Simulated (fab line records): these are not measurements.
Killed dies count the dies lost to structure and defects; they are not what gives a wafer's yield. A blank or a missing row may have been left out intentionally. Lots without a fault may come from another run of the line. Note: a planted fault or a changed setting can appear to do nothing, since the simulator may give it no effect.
Matching of chambers | flow n5-finfet | rie-diel-04 running N5_BEOL_M1_ETCH_63: 4 sister chambers
The step etches SiARC in CF4, target depth 15.6 nm, time 26 s. 4 wafers are shown with their chamber, then 9 later ones without.

## EACH WAFER AND ITS CHAMBER
wafer  | chamber | showerhead-plenum-p-Torr (Torr)
L079.6 | 2       | 2.20
L081.1 | 1       | 2.17
L081.2 | 3       | 2.18
L081.3 | 0       | 2.07

## WAFERS WHOSE CHAMBER IS MISSING
wafer  | showerhead-plenum-p-Torr (Torr)
L084.3 | 2.06
L084.4 | 2.20
L084.5 | 2.20
L086.2 | 2.06
L086.3 | 2.17
L086.5 | 2.06
L091.1 | 2.17
L091.2 | 2.17
L091.5 | 2.17

## WHICH CHAMBER EACH ONE RAN IN
wafer  | from the rows above     | in truth
L084.3 | 0                       | 0
L084.4 | 2                       | 2
L084.5 | 2                       | 2
L086.2 | 0                       | 0
L086.3 | can't be placed: 1 or 3 | 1
L086.5 | 0                       | 0
L091.1 | can't be placed: 1 or 3 | 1
L091.2 | can't be placed: 1 or 3 | 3
L091.5 | can't be placed: 1 or 3 | 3
Correct placement for 5 of the 9. Cannot be placed on the basis of these rows: 4; the candidates contain the true chamber in 4. 0 placed wrongly.
How it was worked out, from the rows above alone: a wafer's distance from a chamber is the root of the sum, over the readings, of the square of ((its reading less the chamber's mean) divided by the reading's scatter). If the next closest chamber is less than 2 further off than the closest, the wafer can't be placed; otherwise it belongs to the closest. A chamber's mean is the mean of its shown wafers. The scatter (one wafer shown for each chamber): square how far every hidden wafer sits from the nearest shown wafer, average those squares and take the square root.
